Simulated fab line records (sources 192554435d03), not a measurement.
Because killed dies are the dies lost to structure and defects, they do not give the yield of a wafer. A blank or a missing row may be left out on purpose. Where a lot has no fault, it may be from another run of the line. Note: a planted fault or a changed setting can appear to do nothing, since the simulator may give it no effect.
Chamber matching | flow n5_finfet | rie_diel-02 running N5_BEOL_M13_DESCUM_15: 4 sister chambers
The step chemistry O2, time 7.9 s. 8 wafers are shown with their chamber, then 10 later ones without.

WAFERS WITH THEIR CHAMBER
wafer  | chamber | showerhead_plenum_p_Torr (Torr) | drypump_motor_current_A (A)
L082.1 | 1       | 2.11                            | 5.7
L082.3 | 3       | 2.22                            | 6.3
L082.6 | 0       | 2.15                            | 5.5
L087.1 | 2       | 2.05                            | 6.2
L087.4 | 0       | 2.15                            | 5.5
L087.5 | 1       | 2.11                            | 5.7
L088.3 | 3       | 2.21                            | 6.3
L088.5 | 2       | 2.05                            | 6.1

WAFERS MISSING THEIR CHAMBER
wafer  | showerhead_plenum_p_Torr (Torr) | drypump_motor_current_A (A)
L088.6 | 2.10                            | 5.7
L095.2 | 2.14                            | 5.5
L095.4 | 2.10                            | 5.7
L095.5 | 2.14                            | 5.5
L097.1 | 2.04                            | 6.2
L097.3 | 2.10                            | 5.7
L097.4 | 2.21                            | 6.2
L096.3 | 2.14                            | 5.5
L096.4 | 2.10                            | 5.7
L096.5 | 2.10                            | 5.7

CHAMBER TAKEN BY EACH
wafer  | from the rows above | in truth
L088.6 | 1                   | 1
L095.2 | 0                   | 0
L095.4 | 1                   | 1
L095.5 | 0                   | 0
L097.1 | 2                   | 2
L097.3 | 1                   | 1
L097.4 | 3                   | 3
L096.3 | 0                   | 0
L096.4 | 1                   | 1
L096.5 | 1                   | 1
10 of 10 placed correctly. From these rows, 0 cannot be placed. Wrongly placed: 0.
How it was worked out, from the rows above alone: a wafer's distance from a chamber is the root of the sum, over the readings, of the square of ((its reading less the chamber's mean) divided by the reading's scatter). The wafer belongs to the nearest chamber; if the next one is less than 2 further off, it can't be placed. Each chamber's mean is taken over the wafers shown for it. The scatter: take each reading less its chamber's mean, square it, sum over the shown wafers, divide by the number of wafers less the number of chambers, and take the root.
